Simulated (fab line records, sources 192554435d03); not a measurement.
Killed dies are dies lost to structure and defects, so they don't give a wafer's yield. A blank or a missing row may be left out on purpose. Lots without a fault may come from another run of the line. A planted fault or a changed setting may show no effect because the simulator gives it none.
Chamber matching | flow n5_finfet | N5_ZERO_LAYER_ETCH_17 on rie_diel-03: 4 sister chambers
The step etches SiO2 in CF4, target depth 12 nm, time 13.3 s. 8 wafers are shown with their chamber, then 7 later ones without.

WAFERS WITH THEIR CHAMBER
wafer  | chamber | drypump_motor_current_A (A) | showerhead_plenum_p_Torr (Torr)
L079.5 | 1       | 5.8                         | 2.15
L085.2 | 2       | 5.7                         | 2.06
L090.4 | 2       | 5.7                         | 2.05
L090.5 | 3       | 5.5                         | 2.22
L093.1 | 1       | 5.8                         | 2.14
L093.5 | 0       | 5.9                         | 2.25
L094.1 | 3       | 5.5                         | 2.22
L094.4 | 0       | 6.0                         | 2.25

WAFERS WITHOUT THEIR CHAMBER
wafer  | drypump_motor_current_A (A) | showerhead_plenum_p_Torr (Torr)
L094.5 | 5.9                         | 2.25
L096.1 | 5.5                         | 2.22
L096.2 | 5.7                         | 2.14
L096.3 | 5.7                         | 2.05
L097.4 | 5.9                         | 2.25
L097.5 | 5.7                         | 2.05
L097.6 | 5.5                         | 2.22

WHICH CHAMBER EACH WENT THROUGH
wafer  | from the rows above | in truth
L094.5 | 0                   | 0
L096.1 | 3                   | 3
L096.2 | 1                   | 1
L096.3 | 2                   | 2
L097.4 | 0                   | 0
L097.5 | 2                   | 2
L097.6 | 3                   | 3
Placed correctly: 7 of 7. Can't be placed from these rows: 0. Placed wrongly: 0.
How it was worked out, from the rows above alone: a wafer's distance from a chamber is the root of the sum, over the readings, of the square of ((its reading less the chamber's mean) divided by the reading's scatter). The wafer belongs to the nearest chamber; if the next one is less than 2 further off, it can't be placed. A chamber's mean is the mean of its shown wafers. The scatter: the root of (the sum of the squares of (reading less its chamber's mean) over the shown wafers, divided by (wafers less chambers)).
